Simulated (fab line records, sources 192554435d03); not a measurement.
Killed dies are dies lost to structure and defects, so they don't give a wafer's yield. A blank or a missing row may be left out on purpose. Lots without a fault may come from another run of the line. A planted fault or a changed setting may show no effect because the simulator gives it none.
Split-lot experiment | flow n5_finfet | 7 lots, 21 wafers read, on a route of 1938 steps

THE SPLIT
At N5_BEOL_M9_ILD_DEP_00 (deposits SiCOH lowk from DEMS/porogen, target thk 308.51 nm, time 58 s), the setting time_s was moved away from the recipe's 58 s on 9 of the 21 wafers read, by -10.4% to +13.3%. The other wafers ran this setting at the recipe's value.

FROM THE SPLIT TO THE READING: what the file shows between them, 1 step
- N5_BEOL_M9_CURE_71: cures SiCOH lowk, time 240 s

THE READING
M9_ILD_THK, in nm, at N5_BEOL_M9_THK_MEAS_01. Fault-free wafers of this fab line usually give 269 nm, standard deviation 4.4 nm.

wafer  | tool, chamber at the split | time_s as run, s | against the recipe | M9_ILD_THK, nm | against lot-mates on the recipe
L074.2 | pecvd-02, 0                | 62.06            | +7.0%              | 286            | +17
L074.5 | pecvd-02, 1                | 58               | recipe             | 269            | -
L074.6 | pecvd-02, 2                | 62.06            | +7.0%              | 281            | +12
L082.1 | pecvd-01, 0                | 58               | recipe             | 276            | -
L082.3 | pecvd-01, 1                | 51.94            | -10.4%             | 243            | -33
L082.5 | pecvd-01, 2                | 51.94            | -10.4%             | 245            | -31
L089.2 | pecvd-01, 1                | 58               | recipe             | 268            | -
L089.3 | pecvd-01, 0                | 58               | recipe             | 274            | -
L089.5 | pecvd-01, 0                | 58               | recipe             | 278            | -
L090.3 | pecvd-04, 2                | 54.35            | -6.3%              | 248            | -25
L090.5 | pecvd-04, 2                | 54.35            | -6.3%              | 255            | -18
L090.6 | pecvd-04, 0                | 58               | recipe             | 273            | -
L093.1 | pecvd-04, 0                | 65.74            | +13.3%             | 303            | +27
L093.4 | pecvd-04, 0                | 58               | recipe             | 276            | -
L093.6 | pecvd-04, 1                | 65.74            | +13.3%             | 310            | +34
L094.1 | pecvd-02, 2                | 58               | recipe             | 262            | -
L094.3 | pecvd-02, 1                | 58               | recipe             | 262            | -
L094.4 | pecvd-02, 0                | 55.68            | -4.0%              | 258            | -4
L097.1 | pecvd-01, 1                | 58               | recipe             | 267            | -
L097.3 | pecvd-01, 2                | 58               | recipe             | 259            | -
L097.4 | pecvd-01, 1                | 58               | recipe             | 271            | -

THE FIT
A straight line over all 21 wafers: M9_ILD_THK changes by +2.59 nm for each +1% of time_s; r = +0.95; the points scatter about the line by 5.3 nm.
The same after taking each lot's own level away (the mean of its wafers on the recipe; 21 wafers): +2.57 nm for each +1%; r = +0.97; scatter 4.3 nm.
On that fit, the largest move of time_s shifts the reading by 34 nm.
The lots' own levels span 262.0 to 276.0 nm, that is 3.2 times the standard deviation above.
So the lot-to-lot level changes the slope little: the two slopes agree.
Check: with one of the wafers moved furthest among these (+13.3%) left out of the fit, the line predicts +35.2 nm for it against its lot-mates. It came out at +27 nm against them.

OTHER SPLITS ON THESE WAFERS
These wafers also went through other splits before the reading. Each is held against what the fit with the lots' levels taken away leaves over:
other split on the same wafers   | wafers away from the commonest value | r with M9_ILD_THK (lot level and that fit taken away)
N5_BEOL_M7_DESCUM_33 time_s      | 3                                    | +0.09
N5_BEOL_M7_TRENCH_ETCH_37 time_s | 5                                    | -0.12
N5_BEOL_M8_ETCH_61 bias_w        | 9                                    | -0.02
N5_BEOL_M8_COAT_71 spin_rpm      | 8                                    | +0.14

THE WHOLE CHAIN: every reading that the file lists as answering this split, in the file's order
step                   | what it does                                                           | reading                                                                                  | change (the file's fit)              | r (the file's)
N5_BEOL_M9_ILD_DEP_00  | deposits SiCOH lowk from DEMS/porogen, target thk 308.51 nm, time 58 s | SiCOH_lowk_of_BEOL_M9_ILD_DEP_00.thk_nm (the simulator's own value, which no gauge read) | +2.87 nm for each +1% of the setting | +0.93
N5_BEOL_M9_CURE_71     | cures SiCOH lowk, time 240 s                                           | SiCOH_lowk_of_BEOL_M9_ILD_DEP_00.thk_nm (the simulator's own value, which no gauge read) | +2.53 nm for each +1% of the setting | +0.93
N5_BEOL_M9_THK_MEAS_01 |                                                                        | M9_ILD_THK                                                                               | +2.55 for each +1% of the setting    | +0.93

THE FILE'S OWN FIT
M9_ILD_THK changes by +2.55 nm for each +1% of time_s, r = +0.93.
